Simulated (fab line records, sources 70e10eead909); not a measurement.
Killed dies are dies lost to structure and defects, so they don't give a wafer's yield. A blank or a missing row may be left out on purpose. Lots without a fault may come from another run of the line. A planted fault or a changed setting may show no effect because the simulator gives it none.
Which tool did it? | flow nand_harc | 24 lots, 72 wafers sampled, at 6 steps of a route of 1302

WHAT THE GAUGES READ, wafer by wafer
The record holds no reading of a measuring or inspecting step that can be judged against a usual standard deviation.

WHICH TOOL RAN EACH LOT (tool, then ch and the chambers of the sampled wafers, then the start)
lot  | NHARC_A_CHANNEL_FILL_D2_ALD_02   | NHARC_A_CHANNEL_FILL_D2_STRIP_28   | NHARC_A_CHANNEL_FILL_D2_RTA_24   | NHARC_A_STAIRCASE_STRIP_171          | NHARC_A_STAIRCASE_ETCH_25      | NHARC_A_STAIRCASE_TRIM_26
L075 | ald_hk-01 ch 1,2, day 13 18:14   | rie_diel-13 ch 1,2, day 14 19:52   | rtp_anneal-01 ch 0, day 15 19:46 | plasma_asher-01 ch 0,1, day 15 21:13 | rie_diel-09 ch 0,1,2, no start | rie_diel-09 ch 1,3, no start
L074 | ald_hk-02 ch 0,1,3, day 13 22:40 | rie_diel-05 ch 0,2,3, day 14 23:47 | rtp_anneal-02 ch 0, day 16 04:13 | plasma_asher-02 ch 0,1, day 16 05:44 | rie_diel-12 ch 0,1,2, no start | rie_diel-12 ch 0,1,2, no start
L076 | ald_hk-01 ch 0,2,3, day 14 03:58 | rie_diel-05 ch 0,1, day 15 04:13   | rtp_anneal-02 ch 0, day 16 04:21 | plasma_asher-01 ch 0,1, day 16 06:13 | rie_diel-02 ch 2,3, no start   | rie_diel-02 ch 1,2,3, no start
L078 | ald_hk-01 ch 1,2,3, day 15 07:04 | rie_diel-03 ch 1,2,3, day 16 07:35 | rtp_anneal-01 ch 0, day 17 07:25 | plasma_asher-01 ch 0,1, day 17 09:03 | rie_diel-12 ch 0,1, no start   | rie_diel-12 ch 1,2,3, no start
L077 | ald_hk-04 ch 0,1,3, day 15 10:45 | rie_diel-13 ch 0,1, day 16 11:36   | rtp_anneal-01 ch 0, day 17 11:09 | plasma_asher-02 ch 0,1, day 17 22:29 | rie_diel-09 ch 0,2,3, no start | rie_diel-09 ch 1,2, no start
L079 | ald_hk-02 ch 1,2, day 15 15:31   | rie_diel-05 ch 0,2, day 16 15:35   | rtp_anneal-02 ch 0, day 17 15:32 | plasma_asher-01 ch 0,1, day 17 22:34 | rie_diel-12 ch 1,2, no start   | rie_diel-12 ch 0,1,3, no start
L080 | ald_hk-04 ch 1,2, day 15 18:50   | rie_diel-13 ch 0,3, day 16 21:38   | rtp_anneal-02 ch 0, day 17 21:25 | plasma_asher-01 ch 0,1, day 17 23:16 | rie_diel-02 ch 0,1,3, no start | rie_diel-02 ch 1,2,3, no start
L081 | ald_hk-02 ch 1,2,3, day 16 08:59 | rie_diel-13 ch 0,1,3, day 17 12:30 | rtp_anneal-02 ch 0, day 18 17:55 | plasma_asher-01 ch 0,1, day 18 19:33 | rie_diel-02 ch 1,2, no start   | rie_diel-02 ch 0,3, no start
L082 | ald_hk-01 ch 1,2,3, day 17 09:43 | rie_diel-03 ch 1,2, day 18 09:59   | rtp_anneal-01 ch 0, day 19 09:04 | plasma_asher-01 ch 0,1, day 19 11:50 | rie_diel-09 ch 0,2,3, no start | rie_diel-09 ch 0,1,2, no start
L083 | ald_hk-02 ch 2,3, day 18 00:00   | rie_diel-05 ch 1,2, day 19 00:58   | rtp_anneal-01 ch 0, day 20 00:43 | plasma_asher-01 ch 0,1, day 20 02:17 | rie_diel-12 ch 1,2, no start   | rie_diel-12 ch 0,1, no start
L084 | ald_hk-04 ch 0,1,2, day 18 01:34 | rie_diel-13 ch 0,1,2, day 19 00:59 | rtp_anneal-02 ch 0, day 20 00:50 | plasma_asher-02 ch 0,1, day 20 02:29 | rie_diel-09 ch 0,1,3, no start | rie_diel-09 ch 1,2,3, no start
L086 | ald_hk-04 ch 0,2,3, day 18 05:47 | rie_diel-03 ch 2,3, day 19 07:24   | rtp_anneal-01 ch 0, day 20 07:26 | plasma_asher-01 ch 0,1, day 20 09:30 | rie_diel-09 ch 0,1, no start   | rie_diel-09 ch 0,2, no start
L085 | ald_hk-04 ch 0,1,2, day 18 10:04 | rie_diel-05 ch 1,3, day 19 07:24   | rtp_anneal-02 ch 0, day 20 07:25 | plasma_asher-01 ch 0, day 20 09:16   | rie_diel-02 ch 1,3, no start   | rie_diel-02 ch 2,3, no start
L087 | ald_hk-01 ch 0,1,3, day 18 17:26 | rie_diel-05 ch 0,2,3, day 19 21:03 | rtp_anneal-02 ch 0, day 20 20:47 | plasma_asher-02 ch 0,1, day 20 22:26 | rie_diel-12 ch 0,1,2, no start | rie_diel-12 ch 0,1,3, no start
L088 | ald_hk-04 ch 0,2,3, day 19 17:17 | rie_diel-05 ch 0,2,3, day 20 17:35 | rtp_anneal-01 ch 0, day 21 20:53 | plasma_asher-02 ch 0,1, day 21 22:29 | rie_diel-09 ch 1,2,3, no start | rie_diel-09 ch 0,1,3, no start
L090 | ald_hk-01 ch 0,1,2, day 19 23:46 | rie_diel-05 ch 1,2,3, day 21 00:25 | rtp_anneal-01 ch 0, day 22 01:11 | plasma_asher-02 ch 0,1, day 22 02:45 | rie_diel-12 ch 0,2,3, no start | rie_diel-12 ch 0,2,3, no start
L089 | ald_hk-01 ch 1,2,3, day 20 01:14 | rie_diel-13 ch 0,1,2, day 21 00:25 | rtp_anneal-01 ch 0, day 22 01:21 | plasma_asher-01 ch 0,1, day 22 02:54 | rie_diel-09 ch 0,2,3, no start | rie_diel-09 ch 0,1,3, no start
L092 | ald_hk-02 ch 0,1,2, day 20 17:51 | rie_diel-05 ch 0,1,3, day 21 21:39 | rtp_anneal-02 ch 0, day 22 20:58 | plasma_asher-02 ch 0,1, day 22 22:43 | rie_diel-12 ch 0,1,2, no start | rie_diel-12 ch 0,2,3, no start
L091 | ald_hk-02 ch 0,1, day 20 22:05   | rie_diel-03 ch 1,3, day 21 21:39   | rtp_anneal-01 ch 0, day 22 20:58 | plasma_asher-02 ch 0,1, day 22 23:02 | rie_diel-02 ch 2,3, no start   | rie_diel-02 ch 0,2,3, no start
L093 | ald_hk-02 ch 0,1,3, day 21 02:19 | rie_diel-05 ch 2,3, day 22 04:42   | rtp_anneal-02 ch 0, day 23 03:49 | plasma_asher-01 ch 0,1, day 23 05:59 | rie_diel-12 ch 0,1,2, no start | rie_diel-12 ch 2,3, no start
L095 | ald_hk-02 ch 0,1,3, day 22 02:56 | rie_diel-05 ch 1,2,3, day 23 05:20 | rtp_anneal-02 ch 0, day 24 04:26 | plasma_asher-01 ch 0,1, day 24 05:52 | rie_diel-12 ch 0,3, no start   | rie_diel-12 ch 0,2,3, no start
L094 | ald_hk-01 ch 0,3, day 22 03:01   | rie_diel-03 ch 0,1,3, day 23 05:20 | rtp_anneal-01 ch 0, day 24 04:22 | plasma_asher-01 ch 0,1, day 24 06:08 | rie_diel-09 ch 1,3, no start   | rie_diel-09 ch 0,1,3, no start
L097 | ald_hk-02 ch 2,3, day 22 21:40   | rie_diel-03 ch 0,1, day 23 22:49   | rtp_anneal-02 ch 0, day 24 22:03 | plasma_asher-02 ch 0,1, day 25 02:35 | rie_diel-12 ch 0,1,3, no start | rie_diel-12 ch 0,2,3, no start
L096 | ald_hk-02 ch 1,2,3, day 22 22:48 | rie_diel-05 ch 1,2,3, day 23 22:49 | rtp_anneal-02 ch 0, day 24 22:13 | plasma_asher-01 ch 0,1, day 25 02:44 | rie_diel-09 ch 0,1,2, no start | rie_diel-09 ch 1,2,3, no start
- NHARC_A_CHANNEL_FILL_D2_ALD_02: deposits SiO2, target thk 6 nm, pulse time 10 s, ald cycles 60.
- NHARC_A_CHANNEL_FILL_D2_STRIP_28: strips in O2, time 20 s.
- NHARC_A_CHANNEL_FILL_D2_RTA_24: time 5 s.
- NHARC_A_STAIRCASE_STRIP_171: strips in O2.
- NHARC_A_STAIRCASE_ETCH_25: etches the open film in C4F8/O2, target depth 100 nm, time 40.5 s.
- NHARC_A_STAIRCASE_TRIM_26: chemistry O2, time 211.2 s.

WHAT THE TOOLS THEMSELVES READ (means of the sampled wafers that have a number; where no wafer has one, the mark that the record gives instead)
NHARC_A_CHANNEL_FILL_D2_ALD_02. Usual: heater_power_w 485 W, standard deviation 42; precursor_pulse_height_rel 1.001, standard deviation 0.019.
lot  | tool      | heater_power_w (W) | precursor_pulse_height_rel | flag
L075 | ald_hk-01 | 470                | 0.994                      |
L074 | ald_hk-02 | 524                | 0.989                      |
L076 | ald_hk-01 | 448                | 0.996                      |
L078 | ald_hk-01 | 464                | 0.998                      |
L077 | ald_hk-04 | 506                | 0.998                      |
L079 | ald_hk-02 | 500                | 1.003                      |
L080 | ald_hk-04 | 466                | 1.012                      |
L081 | ald_hk-02 | 483                | 0.990                      |
L082 | ald_hk-01 | 474                | 0.985                      |
L083 | ald_hk-02 | 493                | 1.005                      |
L084 | ald_hk-04 | 503                | 0.993                      |
L086 | ald_hk-04 | 507                | 0.992                      |
L085 | ald_hk-04 | 500                | 0.997                      |
L087 | ald_hk-01 | 471                | 0.988                      |
L088 | ald_hk-04 | 480                | 1.008                      |
L090 | ald_hk-01 | 480                | 0.992                      |
L089 | ald_hk-01 | 462                | 0.991                      |
L092 | ald_hk-02 | 500                | 1.014                      |
L091 | ald_hk-02 | 519                | 0.991                      |
L093 | ald_hk-02 | 516                | 1.000                      |
L095 | ald_hk-02 | 514                | 1.006                      |
L094 | ald_hk-01 | 444                | 1.023                      |
L097 | ald_hk-02 | 474                | 0.983                      |
L096 | ald_hk-02 | 500                | 1.024                      |

NHARC_A_CHANNEL_FILL_D2_STRIP_28. Usual: drypump_motor_current_A 5.62 A, standard deviation 0.29; oes_product_au 1.005 a.u., standard deviation 0.012; rf_vpp_V 57.8 V, standard deviation 0.86; showerhead_plenum_p_Torr 3.47 Torr, standard deviation 0.14; throttle_valve_pct 17.036 %, standard deviation 0.0088.
lot  | tool        | drypump_motor_current_A (A) | oes_product_au (a.u.) | rf_vpp_V (V) | showerhead_plenum_p_Torr (Torr) | throttle_valve_pct (%) | flag
L075 | rie_diel-13 | 5.92                        | 0.990                 | 58.2         | 3.69                            | 17.032                 |
L074 | rie_diel-05 | 5.62                        | 1.012                 | 57.0         | 3.42                            | 17.037                 |
L076 | rie_diel-05 | 5.54                        | 1.013                 | 58.0         | 3.42                            | 17.031                 |
L078 | rie_diel-03 | 5.28                        | 0.997                 | 57.6         | 3.53                            | 17.030                 |
L077 | rie_diel-13 | 5.43                        | 1.010                 | 58.2         | 3.61                            | 17.040                 |
L079 | rie_diel-05 | 5.69                        | 1.003                 | 57.5         | 3.34                            | 17.036                 |
L080 | rie_diel-13 | 5.98                        | 1.018                 | 56.8         | 3.39                            | 17.039                 |
L081 | rie_diel-13 | 5.69                        | 1.012                 | 57.7         | 3.50                            | 17.029                 |
L082 | rie_diel-03 | 5.25                        | 0.987                 | 57.1         | 3.37                            | 17.043                 |
L083 | rie_diel-05 | 5.69                        | 1.007                 | 57.5         | 3.38                            | 17.038                 |
L084 | rie_diel-13 | 5.77                        | 1.005                 | 58.7         | 3.59                            | 17.041                 |
L086 | rie_diel-03 | 5.43                        | 0.986                 | 57.3         | 3.43                            | 17.028                 |
L085 | rie_diel-05 | 5.56                        | 1.015                 | 57.5         | 3.52                            | 17.041                 |
L087 | rie_diel-05 | 5.58                        | 1.000                 | 57.1         | 3.42                            | 17.035                 |
L088 | rie_diel-05 | 5.60                        | 1.012                 | 58.2         | 3.42                            | 17.030                 |
L090 | rie_diel-05 | 5.61                        | 1.007                 | 57.1         | 3.46                            | 17.041                 |
L089 | rie_diel-13 | 5.76                        | 1.007                 | 57.7         | 3.59                            | 17.032                 |
L092 | rie_diel-05 | 5.57                        | 1.016                 | 58.1         | 3.48                            | 17.031                 |
L091 | rie_diel-03 | 5.14                        | 1.012                 | 58.4         | 3.61                            | 17.038                 |
L093 | rie_diel-05 | 5.67                        | 1.014                 | 57.6         | 3.39                            | 17.039                 |
L095 | rie_diel-05 | 5.63                        | 1.015                 | 57.0         | 3.46                            | 17.042                 |
L094 | rie_diel-03 | 5.40                        | 0.997                 | 57.0         | 3.52                            | 17.037                 |
L097 | rie_diel-03 | 5.24                        | 0.994                 | 57.7         | 3.47                            | 17.030                 |
L096 | rie_diel-05 | 5.62                        | 1.006                 | 57.6         | 3.46                            | 17.034                 |

NHARC_A_CHANNEL_FILL_D2_RTA_24. Usual: lamp_power_pct 29.1 %, standard deviation 2.7; wafer_temp_C_max 1005.8, standard deviation 1.7.
lot  | tool          | lamp_power_pct (%) | wafer_temp_C_max | flag
L075 | rtp_anneal-01 | 32.2               | 1006.9           |
L074 | rtp_anneal-02 | 26.6               | 1004.7           |
L076 | rtp_anneal-02 | 26.5               | 1004.2           |
L078 | rtp_anneal-01 | 32.1               | 1007.3           |
L077 | rtp_anneal-01 | 32.0               | 1006.3           |
L079 | rtp_anneal-02 | 26.6               | 1004.8           |
L080 | rtp_anneal-02 | 26.6               | 1005.2           |
L081 | rtp_anneal-02 | 26.6               | 1005.3           |
L082 | rtp_anneal-01 | 32.0               | 1006.9           |
L083 | rtp_anneal-01 | 32.1               | 1006.3           |
L084 | rtp_anneal-02 | 26.6               | 1004.4           |
L086 | rtp_anneal-01 | 32.1               | 1007.4           |
L085 | rtp_anneal-02 | 26.6               | 1004.7           |
L087 | rtp_anneal-02 | 26.6               | 1004.4           |
L088 | rtp_anneal-01 | 32.0               | 1007.2           |
L090 | rtp_anneal-01 | 32.1               | 1008.5           |
L089 | rtp_anneal-01 | 32.0               | 1005.8           |
L092 | rtp_anneal-02 | 26.6               | 1005.6           |
L091 | rtp_anneal-01 | 32.1               | 1006.8           |
L093 | rtp_anneal-02 | 26.6               | 1004.9           |
L095 | rtp_anneal-02 | 26.5               | 1004.9           |
L094 | rtp_anneal-01 | 32.1               | 1006.1           |
L097 | rtp_anneal-02 | 26.6               | 1003.9           |
L096 | rtp_anneal-02 | 26.6               | 1004.8           |

NHARC_A_STAIRCASE_STRIP_171. Usual: drypump_motor_current_A 5.82 A, standard deviation 0.21; heater_power_w 310 W, standard deviation 29.
lot  | tool            | drypump_motor_current_A (A) | heater_power_w (W) | flag
L075 | plasma_asher-01 | 5.67                        | 327                |
L074 | plasma_asher-02 | 6.04                        | 281                |
L076 | plasma_asher-01 | 5.71                        | 333                |
L078 | plasma_asher-01 | 5.76                        | 322                |
L077 | plasma_asher-02 | 6.05                        | 284                |
L079 | plasma_asher-01 | 5.68                        | 328                |
L080 | plasma_asher-01 | 5.79                        | 325                |
L081 | plasma_asher-01 | 5.67                        | 331                |
L082 | plasma_asher-01 | 5.79                        | 319                |
L083 | plasma_asher-01 | 5.80                        | 318                |
L084 | plasma_asher-02 | 5.89                        | 288                |
L086 | plasma_asher-01 | 5.79                        | 321                |
L085 | plasma_asher-01 | 5.87                        | 305                |
L087 | plasma_asher-02 | 5.87                        | 288                |
L088 | plasma_asher-02 | 6.04                        | 279                |
L090 | plasma_asher-02 | 5.89                        | 285                |
L089 | plasma_asher-01 | 5.81                        | 324                |
L092 | plasma_asher-02 | 6.03                        | 274                |
L091 | plasma_asher-02 | 5.89                        | 283                |
L093 | plasma_asher-01 | 5.67                        | 335                |
L095 | plasma_asher-01 | 5.76                        | 311                |
L094 | plasma_asher-01 | 5.76                        | 314                |
L097 | plasma_asher-02 | 5.89                        | 287                |
L096 | plasma_asher-01 | 5.68                        | 338                |

NHARC_A_STAIRCASE_ETCH_25. Usual: oes_product_au 0.948 a.u., standard deviation 0.013; rf_vpp_V 894 V, standard deviation 4.4.
lot  | tool        | oes_product_au (a.u.) | rf_vpp_V (V) | flag
L075 | rie_diel-09 | 0.956                 | 898          |
L074 | rie_diel-12 | 0.956                 | 893          |
L076 | rie_diel-02 | 0.945                 | 892          |
L078 | rie_diel-12 | 0.967                 | 892          |
L077 | rie_diel-09 | 0.941                 | 898          |
L079 | rie_diel-12 | 0.965                 | 892          |
L080 | rie_diel-02 | 0.952                 | 890          |
L081 | rie_diel-02 | 0.939                 | 893          |
L082 | rie_diel-09 | 0.946                 | 899          |
L083 | rie_diel-12 | 0.953                 | 893          |
L084 | rie_diel-09 | 0.949                 | 899          |
L086 | rie_diel-09 | 0.939                 | 898          |
L085 | rie_diel-02 | 0.939                 | 889          |
L087 | rie_diel-12 | 0.939                 | 891          |
L088 | rie_diel-09 | 0.962                 | 899          |
L090 | rie_diel-12 | 0.951                 | 891          |
L089 | rie_diel-09 | 0.951                 | 897          |
L092 | rie_diel-12 | 0.932                 | 891          |
L091 | rie_diel-02 | 0.938                 | 890          |
L093 | rie_diel-12 | 0.943                 | 891          |
L095 | rie_diel-12 | 0.949                 | 891          |
L094 | rie_diel-09 | 0.941                 | 900          |
L097 | rie_diel-12 | 0.946                 | 890          |
L096 | rie_diel-09 | 0.932                 | 897          |

NHARC_A_STAIRCASE_TRIM_26. Usual: drypump_motor_current_A 5.8 A, standard deviation 0.54; oes_product_au 1.004 a.u., standard deviation 0.013; rf_vpp_V 57.7 V, standard deviation 0.89; showerhead_plenum_p_Torr 3.47 Torr, standard deviation 0.12; throttle_valve_pct 17.035 %, standard deviation 0.008.
lot  | tool        | drypump_motor_current_A (A) | oes_product_au (a.u.) | rf_vpp_V (V) | showerhead_plenum_p_Torr (Torr) | throttle_valve_pct (%) | flag
L075 | rie_diel-09 | 5.9                         | 1.002                 | 57.3         | 3.67                            | 17.031                 |
L074 | rie_diel-12 | 6.2                         | 1.023                 | 58.0         | 3.42                            | 17.037                 |
L076 | rie_diel-02 | 5.6                         | 0.988                 | 58.2         | 3.40                            | 17.037                 |
L078 | rie_diel-12 | 5.8                         | 1.021                 | 58.4         | 3.46                            | 17.030                 |
L077 | rie_diel-09 | 5.5                         | 1.003                 | 57.5         | 3.61                            | 17.039                 |
L079 | rie_diel-12 | 6.1                         | 1.010                 | 58.1         | 3.41                            | 17.038                 |
L080 | rie_diel-02 | 5.7                         | 0.996                 | 57.9         | 3.39                            | 17.041                 |
L081 | rie_diel-02 | 5.7                         | 1.008                 | 57.2         | 3.32                            | 17.042                 |
L082 | rie_diel-09 | 5.5                         | 0.999                 | 59.0         | 3.59                            | 17.038                 |
L083 | rie_diel-12 | 6.4                         | 1.004                 | 57.0         | 3.40                            | 17.035                 |
L084 | rie_diel-09 | 5.9                         | 1.000                 | 59.0         | 3.63                            | 17.041                 |
L086 | rie_diel-09 | 5.4                         | 1.001                 | 57.7         | 3.54                            | 17.036                 |
L085 | rie_diel-02 | 5.6                         | 0.998                 | 58.1         | 3.39                            | 17.034                 |
L087 | rie_diel-12 | 6.1                         | 0.999                 | 57.3         | 3.40                            | 17.035                 |
L088 | rie_diel-09 | 5.8                         | 1.002                 | 57.8         | 3.60                            | 17.034                 |
L090 | rie_diel-12 | 6.0                         | 1.007                 | 57.6         | 3.40                            | 17.034                 |
L089 | rie_diel-09 | 5.8                         | 0.995                 | 57.0         | 3.60                            | 17.039                 |
L092 | rie_diel-12 | 6.0                         | 0.994                 | 57.3         | 3.40                            | 17.027                 |
L091 | rie_diel-02 | 5.5                         | 0.991                 | 57.2         | 3.35                            | 17.034                 |
L093 | rie_diel-12 | 5.6                         | 1.013                 | 56.9         | 3.45                            | 17.038                 |
L095 | rie_diel-12 | 6.0                         | 1.009                 | 57.9         | 3.39                            | 17.032                 |
L094 | rie_diel-09 | 5.9                         | 0.997                 | 57.9         | 3.59                            | 17.039                 |
L097 | rie_diel-12 | 6.0                         | 1.003                 | 57.1         | 3.39                            | 17.040                 |
L096 | rie_diel-09 | 5.9                         | 1.003                 | 57.9         | 3.60                            | 17.041                 |

THE ANSWER, worked out from the rows above alone
Rule: a lot is off if the mean of its wafers that have a number lies more than 3 standard deviations from the usual mean. A lot without any number at a reading at which 4 lots or more have one is off too. The other lots that the step has rows for count as sound. The gauges are gone through in route order, then the tools' own readings, and for those a lot's mean is taken as printed above. The first step at which some lot is off is used, and at that step the reading that is off furthest; a lot without a number counts as furthest.
No lot is off at any reading shown: from this, nothing can be told.

WHAT THE SIMULATOR HAD PUT IN
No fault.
